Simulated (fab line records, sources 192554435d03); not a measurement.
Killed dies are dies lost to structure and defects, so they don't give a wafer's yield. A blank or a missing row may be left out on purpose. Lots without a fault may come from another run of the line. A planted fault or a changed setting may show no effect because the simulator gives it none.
Chamber matching | flow n5_finfet | N5_BEOL_M3_ETCH_64 on rie_diel-01: 4 sister chambers
The step etches SOC in N2/H2, target depth 75 nm, overetch 15 nm, time 112.5 s. 4 wafers are shown with their chamber, then 11 later ones without.

WAFERS WITH THEIR CHAMBER
wafer  | chamber | showerhead_plenum_p_Torr (Torr)
L086.4 | 2       | 2.64
L088.2 | 1       | 2.53
L088.6 | 0       | 2.53
L087.1 | 3       | 2.43

WAFERS WITHOUT THEIR CHAMBER
wafer  | showerhead_plenum_p_Torr (Torr)
L087.2 | 2.64
L087.6 | 2.64
L089.2 | 2.42
L089.4 | 2.53
L089.5 | 2.64
L093.1 | 2.52
L093.2 | 2.42
L093.4 | 2.53
L096.3 | 2.52
L096.5 | 2.52
L096.6 | 2.52

WHICH CHAMBER EACH WENT THROUGH
wafer  | from the rows above     | in truth
L087.2 | 2                       | 2
L087.6 | 2                       | 2
L089.2 | 3                       | 3
L089.4 | can't be placed: 0 or 1 | 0
L089.5 | 2                       | 2
L093.1 | can't be placed: 0 or 1 | 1
L093.2 | 3                       | 3
L093.4 | can't be placed: 0 or 1 | 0
L096.3 | can't be placed: 0 or 1 | 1
L096.5 | can't be placed: 0 or 1 | 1
L096.6 | can't be placed: 0 or 1 | 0
Placed correctly: 5 of 11. Can't be placed from these rows: 6 (the true chamber is among the candidates in 6). Placed wrongly: 0.
How it was worked out, from the rows above alone: a wafer's distance from a chamber is the root of the sum, over the readings, of the square of ((its reading less the chamber's mean) divided by the reading's scatter). The wafer belongs to the nearest chamber; if the next one is less than 2 further off, it can't be placed. A chamber's mean is the mean of its shown wafers. The scatter: with one shown wafer a chamber, the root of the mean of the squares of how far each hidden wafer lies from its nearest shown one.
